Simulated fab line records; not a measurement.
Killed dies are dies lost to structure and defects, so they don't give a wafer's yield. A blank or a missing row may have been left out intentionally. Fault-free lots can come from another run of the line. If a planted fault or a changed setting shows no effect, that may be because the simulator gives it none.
Split-lot trial / flow n5-finfet / 39 wafers read from 7 lots, route of 1938 steps

== ON THE SPLIT ==
At N5_BEOL_M4_CVD_47 (deposits Co from CCTBA/H2, target thk 3 nm, time 223.8 s), the setting target-thk-a was moved away from the recipe's 30 angstrom on 18 of the 39 wafers read, by -54.9% to +21.1%. For the rest of the wafers, this setting stayed at what the recipe calls for.

The split's own step is where the reading is taken.

== THE READING ==
Co_of_BEOL_M4_CVD_47.thk-nm (the simulator's own value, which no gauge read), in nm, at N5_BEOL_M4_CVD_47 (deposits Co from CCTBA/H2, target thk 3 nm, time 223.8 s). The file does not state a usual value for it. The 21 wafers here that ran the recipe average 3.0 nm, standard deviation 0.15 nm.

wafer=L084.1; tool, chamber at the split=cvd-co-01, 1; target-thk-a as run, angstrom=30; against the recipe=recipe; Co_of_BEOL_M4_CVD_47.thk-nm, nm=3; against lot-mates on the recipe=-
wafer=L084.6; tool, chamber at the split=cvd-co-01, 1; target-thk-a as run, angstrom=30; against the recipe=recipe; Co_of_BEOL_M4_CVD_47.thk-nm, nm=3; against lot-mates on the recipe=-
wafer=L084.2; tool, chamber at the split=cvd-co-01, 0; target-thk-a as run, angstrom=30; against the recipe=recipe; Co_of_BEOL_M4_CVD_47.thk-nm, nm=2.8; against lot-mates on the recipe=-
wafer=L085.1; tool, chamber at the split=cvd-co-01, 0,1,0; target-thk-a as run, angstrom=20.14; against the recipe=-32.9%; Co_of_BEOL_M4_CVD_47.thk-nm, nm=2; against lot-mates on the recipe=-1.1
wafer=L085.2; tool, chamber at the split=cvd-co-01, 0,1,0; target-thk-a as run, angstrom=20.14; against the recipe=-32.9%; Co_of_BEOL_M4_CVD_47.thk-nm, nm=2; against lot-mates on the recipe=-1.1
wafer=L085.4; tool, chamber at the split=cvd-co-01, 0,1,0; target-thk-a as run, angstrom=20.14; against the recipe=-32.9%; Co_of_BEOL_M4_CVD_47.thk-nm, nm=2; against lot-mates on the recipe=-1.1
wafer=L085.3; tool, chamber at the split=cvd-co-01, 1; target-thk-a as run, angstrom=30; against the recipe=recipe; Co_of_BEOL_M4_CVD_47.thk-nm, nm=3.2; against lot-mates on the recipe=-
wafer=L085.5; tool, chamber at the split=cvd-co-01, 1,0; target-thk-a as run, angstrom=30; against the recipe=recipe; Co_of_BEOL_M4_CVD_47.thk-nm, nm=3; against lot-mates on the recipe=-
wafer=L085.6; tool, chamber at the split=cvd-co-01, 1,0; target-thk-a as run, angstrom=30; against the recipe=recipe; Co_of_BEOL_M4_CVD_47.thk-nm, nm=3; against lot-mates on the recipe=-
wafer=L086.1; tool, chamber at the split=cvd-co-02, 2,1; target-thk-a as run, angstrom=36.32; against the recipe=+21.1%; Co_of_BEOL_M4_CVD_47.thk-nm, nm=3.6; against lot-mates on the recipe=+0.7
wafer=L086.2; tool, chamber at the split=cvd-co-02, 2,1; target-thk-a as run, angstrom=36.32; against the recipe=+21.1%; Co_of_BEOL_M4_CVD_47.thk-nm, nm=3.6; against lot-mates on the recipe=+0.7
wafer=L086.3; tool, chamber at the split=cvd-co-02, 0; target-thk-a as run, angstrom=30; against the recipe=recipe; Co_of_BEOL_M4_CVD_47.thk-nm, nm=3; against lot-mates on the recipe=-
wafer=L086.4; tool, chamber at the split=cvd-co-02, 1,2; target-thk-a as run, angstrom=30; against the recipe=recipe; Co_of_BEOL_M4_CVD_47.thk-nm, nm=2.8; against lot-mates on the recipe=-
wafer=L086.6; tool, chamber at the split=cvd-co-02, 1,2; target-thk-a as run, angstrom=30; against the recipe=recipe; Co_of_BEOL_M4_CVD_47.thk-nm, nm=2.8; against lot-mates on the recipe=-
wafer=L086.5; tool, chamber at the split=cvd-co-02, 0; target-thk-a as run, angstrom=36.32; against the recipe=+21.1%; Co_of_BEOL_M4_CVD_47.thk-nm, nm=3.8; against lot-mates on the recipe=+0.9
wafer=L089.1; tool, chamber at the split=cvd-co-01, 0; target-thk-a as run, angstrom=21.67; against the recipe=-27.8%; Co_of_BEOL_M4_CVD_47.thk-nm, nm=2.2; against lot-mates on the recipe=-0.9
wafer=L089.2; tool, chamber at the split=cvd-co-01, 1; target-thk-a as run, angstrom=21.67; against the recipe=-27.8%; Co_of_BEOL_M4_CVD_47.thk-nm, nm=2.4; against lot-mates on the recipe=-0.7
wafer=L089.3; tool, chamber at the split=cvd-co-01, 0; target-thk-a as run, angstrom=21.67; against the recipe=-27.8%; Co_of_BEOL_M4_CVD_47.thk-nm, nm=2; against lot-mates on the recipe=-1.1
wafer=L089.4; tool, chamber at the split=cvd-co-01, 1; target-thk-a as run, angstrom=30; against the recipe=recipe; Co_of_BEOL_M4_CVD_47.thk-nm, nm=3.2; against lot-mates on the recipe=-
wafer=L089.5; tool, chamber at the split=cvd-co-01, 1; target-thk-a as run, angstrom=30; against the recipe=recipe; Co_of_BEOL_M4_CVD_47.thk-nm, nm=3.2; against lot-mates on the recipe=-
wafer=L089.6; tool, chamber at the split=cvd-co-01, 0; target-thk-a as run, angstrom=30; against the recipe=recipe; Co_of_BEOL_M4_CVD_47.thk-nm, nm=3; against lot-mates on the recipe=-
wafer=L090.1; tool, chamber at the split=cvd-co-02, 2; target-thk-a as run, angstrom=30; against the recipe=recipe; Co_of_BEOL_M4_CVD_47.thk-nm, nm=3.2; against lot-mates on the recipe=-
wafer=L090.2; tool, chamber at the split=cvd-co-02, 1; target-thk-a as run, angstrom=30; against the recipe=recipe; Co_of_BEOL_M4_CVD_47.thk-nm, nm=2.8; against lot-mates on the recipe=-
wafer=L090.3; tool, chamber at the split=cvd-co-02, 0; target-thk-a as run, angstrom=13.54; against the recipe=-54.9%; Co_of_BEOL_M4_CVD_47.thk-nm, nm=1.6; against lot-mates on the recipe=-1.4
wafer=L090.4; tool, chamber at the split=cvd-co-02, 0; target-thk-a as run, angstrom=13.54; against the recipe=-54.9%; Co_of_BEOL_M4_CVD_47.thk-nm, nm=1.6; against lot-mates on the recipe=-1.4
wafer=L090.5; tool, chamber at the split=cvd-co-02, 2; target-thk-a as run, angstrom=30; against the recipe=recipe; Co_of_BEOL_M4_CVD_47.thk-nm, nm=3; against lot-mates on the recipe=-
wafer=L090.6; tool, chamber at the split=cvd-co-02, 1; target-thk-a as run, angstrom=13.54; against the recipe=-54.9%; Co_of_BEOL_M4_CVD_47.thk-nm, nm=1.4; against lot-mates on the recipe=-1.6
wafer=L092.1; tool, chamber at the split=cvd-co-02, 2; target-thk-a as run, angstrom=17.38; against the recipe=-42.1%; Co_of_BEOL_M4_CVD_47.thk-nm, nm=1.4; against lot-mates on the recipe=-1.5
wafer=L092.2; tool, chamber at the split=cvd-co-02, 0; target-thk-a as run, angstrom=17.38; against the recipe=-42.1%; Co_of_BEOL_M4_CVD_47.thk-nm, nm=1.8; against lot-mates on the recipe=-1.1
wafer=L092.3; tool, chamber at the split=cvd-co-02, 1; target-thk-a as run, angstrom=30; against the recipe=recipe; Co_of_BEOL_M4_CVD_47.thk-nm, nm=2.8; against lot-mates on the recipe=-
wafer=L092.6; tool, chamber at the split=cvd-co-02, 1; target-thk-a as run, angstrom=30; against the recipe=recipe; Co_of_BEOL_M4_CVD_47.thk-nm, nm=2.8; against lot-mates on the recipe=-
wafer=L092.4; tool, chamber at the split=cvd-co-02, 0; target-thk-a as run, angstrom=30; against the recipe=recipe; Co_of_BEOL_M4_CVD_47.thk-nm, nm=3.2; against lot-mates on the recipe=-
wafer=L092.5; tool, chamber at the split=cvd-co-02, 2; target-thk-a as run, angstrom=17.38; against the recipe=-42.1%; Co_of_BEOL_M4_CVD_47.thk-nm, nm=1.6; against lot-mates on the recipe=-1.3
wafer=L094.1; tool, chamber at the split=cvd-co-02, 0; target-thk-a as run, angstrom=19.64; against the recipe=-34.5%; Co_of_BEOL_M4_CVD_47.thk-nm, nm=2.2; against lot-mates on the recipe=-0.9
wafer=L094.2; tool, chamber at the split=cvd-co-02, 2; target-thk-a as run, angstrom=19.64; against the recipe=-34.5%; Co_of_BEOL_M4_CVD_47.thk-nm, nm=1.8; against lot-mates on the recipe=-1.3
wafer=L094.6; tool, chamber at the split=cvd-co-02, 2; target-thk-a as run, angstrom=19.64; against the recipe=-34.5%; Co_of_BEOL_M4_CVD_47.thk-nm, nm=1.8; against lot-mates on the recipe=-1.3
wafer=L094.3; tool, chamber at the split=cvd-co-02, 1; target-thk-a as run, angstrom=30; against the recipe=recipe; Co_of_BEOL_M4_CVD_47.thk-nm, nm=3; against lot-mates on the recipe=-
wafer=L094.4; tool, chamber at the split=cvd-co-02, 1; target-thk-a as run, angstrom=30; against the recipe=recipe; Co_of_BEOL_M4_CVD_47.thk-nm, nm=3; against lot-mates on the recipe=-
wafer=L094.5; tool, chamber at the split=cvd-co-02, 0; target-thk-a as run, angstrom=30; against the recipe=recipe; Co_of_BEOL_M4_CVD_47.thk-nm, nm=3.2; against lot-mates on the recipe=-
Rows listing several chambers each stand for several wafers; the file does not say which wafer went through which chamber.

FIT RESULTS
A straight line over all 39 wafers: Co_of_BEOL_M4_CVD_47.thk-nm changes by +0.0297 nm for each +1% of target-thk-a; r = +0.97; the points scatter about the line by 0.16 nm.
The same after taking each lot's own level away (the mean of its wafers on the recipe; 39 wafers): +0.0309 nm for each +1%; r = +0.97; scatter 0.16 nm.
Per that fit: largest target-thk-a move, reading shift of 1.7 nm.
The lots' own levels span 2.87 to 3.13 nm, that is 1.8 times the standard deviation above.
So the lot-to-lot level changes the slope little: the two slopes agree.
Check: -1.72 nm against its lot-mates is what the line predicts for one of the wafers moved furthest among these (-54.9%) when that wafer is left out of the fit. It came out at -1.4 nm against them.

== ADDITIONAL SPLITS CARRIED BY THESE WAFERS ==
These wafers also went through other splits before the reading. Each is held against what the fit with the lots' levels taken away leaves over:
other split on the same wafers=N5_FIN_SAQP_HM_DEP_72 time-s; wafers away from the commonest value=18; r with Co_of_BEOL_M4_CVD_47.thk-nm (lot level and that fit taken away)=-0.08
other split on the same wafers=N5_STI_FIN_REVEAL_ETCHBACK_08 target-depth-a; wafers away from the commonest value=12; r with Co_of_BEOL_M4_CVD_47.thk-nm (lot level and that fit taken away)=-0.07
other split on the same wafers=N5_BEOL_M0_SAQP_PECVD_96 time-s; wafers away from the commonest value=12; r with Co_of_BEOL_M4_CVD_47.thk-nm (lot level and that fit taken away)=-0.08
other split on the same wafers=N5_BEOL_M1_HM_DEP_02 target-thk-a; wafers away from the commonest value=12; r with Co_of_BEOL_M4_CVD_47.thk-nm (lot level and that fit taken away)=+0.32
other split on the same wafers=N5_BEOL_M1_ETCH_70 time-s; wafers away from the commonest value=15; r with Co_of_BEOL_M4_CVD_47.thk-nm (lot level and that fit taken away)=-0.04

== FILE'S OWN FIT ==
Co_of_BEOL_M4_CVD_47.thk-nm changes by +0.0307 nm for each +1% of target-thk-a, r = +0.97.
